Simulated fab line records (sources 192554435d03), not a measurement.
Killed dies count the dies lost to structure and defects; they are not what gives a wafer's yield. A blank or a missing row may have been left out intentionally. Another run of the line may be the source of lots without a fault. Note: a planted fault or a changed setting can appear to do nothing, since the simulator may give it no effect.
A lot that was struck, set against a sound lot / flow n5_finfet / 36 out of 1938 route steps
Sound: wafers L367.2, L367.3, L367.6. Wafers L358.1, L358.2, L358.6 were the ones struck. The cause is named last.
Per side, at each step with rows, come the tool, then ch with its chambers, and then its first start. Under that, the readings that differ: sound wafers / struck wafers / difference of the means / sigmas: that difference in standard deviations of wafers without a fault.
alike: words and numbers the same on both sides, and readings whose means are apart by under 2 such deviations; not compared: readings that were withheld, readings missing a value for some wafer, numbers with overlapping values and no deviation given by the record, and bounds like >300 which may hide the same value.
Wherever a step has rows on one side only, a row that says differs or no value, or a row with sigmas, the two part there. Non-overlapping numbers with no deviation appear without sigmas and do not part them. Lack of a reading on every wafer of one side parts them only where that side has two or more wafers.

first, 9 steps without rows for these wafers: N5_BEOL_M4_ANNEAL_95 (time 240 s); N5_BEOL_M4_SPUTTER_96 (material Cu, target thk 4.5 nm, time 8.29 s); N5_BEOL_M4_ECD_50 (material Cu, target thk 300 nm); N5_BEOL_M4_ANNEAL_51 (time 90 s); N5_BEOL_M4_CMP_52 (polishes, stops on SiOC, t overpolish 6.8 s, target thk 40 nm); N5_BEOL_M4_PRE_CLEAN_60 (time 15 s); N5_BEOL_M4_CO_CAP_55 (material Co, precursor CCTBA/H2, target thk 2 nm, time 102.1 s); N5_BEOL_M4_PRE_CLEAN_56 (time 15 s); N5_BEOL_M4_DEP_57 (deposits SiCN from 3MS/NH3, target thk 8 nm, time 14 s).
N5_BEOL_M4_RC_MEAS_101:
  sound on prober-02 ch 0, day 13 19:50; struck on prober-01 ch 0, day 11 08:59
  alike: DIBL_N, DIBL_P, IOFF_N, IOFF_P, ION_N, ION_P, SS_N, SS_P, VT_N, VT_P
then, 24 steps without rows for these wafers: N5_BEOL_M5_ILD_DEP_00 (deposits SiCOH lowk from DEMS/porogen, target thk 140.64 nm, time 25.9 s); N5_BEOL_M5_CURE_79 (cures SiCOH lowk, time 240 s); N5_BEOL_M5_PECVD_70 (deposits SiO2 from TEOS/O2, target thk 16 nm, time 18 s); N5_BEOL_M5_HM_DEP_02 (deposits TiN, target thk 20 nm); N5_BEOL_M5_COAT_59 (time 60 s, resist thk 60 nm); N5_BEOL_M5_COAT_60 (time 60 s, resist thk 12 nm); N5_BEOL_M5_COAT_71 (time 60 s, resist thk 5 nm); N5_BEOL_M5_COAT_05 (resist thk 30 nm); N5_BEOL_M5_EBR_07; N5_BEOL_M5_SOFTBAKE_06 (time 60 s); N5_BEOL_M5_EXPOSE_08 (exposes mask M5, target cd 28 nm); N5_BEOL_M5_PEB_09 (peb time 60 s); N5_BEOL_M5_DEVELOP_10 (develop time 30 s); N5_BEOL_M5_DESCUM_16 (chemistry O2, time 7 s); N5_BEOL_M5_ETCH_72 (etches underlayer in N2/H2, target depth 6.5 nm, time 5.2 s); N5_BEOL_M5_ETCH_61 (etches SiARC in CF4, target depth 15.6 nm, time 26 s); N5_BEOL_M5_ETCH_62 (etches SOC in N2/H2, target depth 75 nm, overetch 15 nm, time 112.5 s); N5_BEOL_M5_STRIP_63 (strips in N2/H2); N5_BEOL_M5_STRIP_73 (strips in N2/H2); N5_BEOL_M5_STRIP_64 (strips in CF4); N5_BEOL_M5_HM_OPEN_17 (chemistry Cl2/BCl3, target TiN, target depth 20 nm, overetch 6 nm); N5_BEOL_M5_STRIP_19 (strips in O2); N5_BEOL_M5_COAT_65 (time 60 s, resist thk 60 nm); N5_BEOL_M5_COAT_66 (time 60 s, resist thk 12 nm).
N5_BEOL_M6_ETCH_41: etches SiCN in CH3F/O2, target depth 29.7 nm, time 52 s.
  sound on rie_diel-01 ch 2,3, day 14 19:14; struck on rie_diel-02 ch 0,2, day 12 02:46
  no value came back on the struck wafers for any of 7 readings (CH3F_flow_sccm (sccm), O2_flow_sccm (sccm) and others); on the sound wafers CH3F_flow_sccm (sccm) reads 29.92 30.00 30.16
  not compared: rf_hours_counter_h
-- the record jumps here: 3 days lie between the struck wafers' starts before and after (it left off in module BEOL_M6 and takes up again in module PASSIVATION, whose first step shown is number 1936 of the route) --
N5_PASSIVATION_PROBE_49:
  sound on prober-02 at day 18 18:23; struck on prober-02 at day 15 10:51
reading=defect_limited_yield (%); sound=91.4 91.1 91.9; struck=0 0 0; difference=-91; sigmas=-61
reading=killed_at_M4_up; sound=7 10 4; struck=1110 1097 1105; difference=+1097; sigmas=+99 or more
reading=killed_dies; sound=101 105 96; struck=1180 1180 1180; difference=+1079; sigmas=+63
reading=killed_on_rim; sound=16 7 13; struck=152 152 152; difference=+140; sigmas=+33
reading=sort_bin_5_function (%); sound=5.1 5.2 4.8; struck=96.9 96.9 97.2; difference=+92.0; sigmas=+97
reading=sort_n_pass; sound=1079 1075 1084; struck=0 0 0; difference=-1079; sigmas=-63
reading=sort_yield_pct (%); sound=91.4 91.1 91.9; struck=0 0 0; difference=-91; sigmas=-61
  alike: killed_at_M0_to_M3, killed_at_contacts, killed_at_front_end, killed_at_other, killed_open, killed_short, sort_bin_6_memory

== WHERE THEY PART ==
Last at N5_PASSIVATION_PROBE_49 as far as this record goes, first at N5_BEOL_M6_ETCH_41.

WHY: the cause the simulator had injected
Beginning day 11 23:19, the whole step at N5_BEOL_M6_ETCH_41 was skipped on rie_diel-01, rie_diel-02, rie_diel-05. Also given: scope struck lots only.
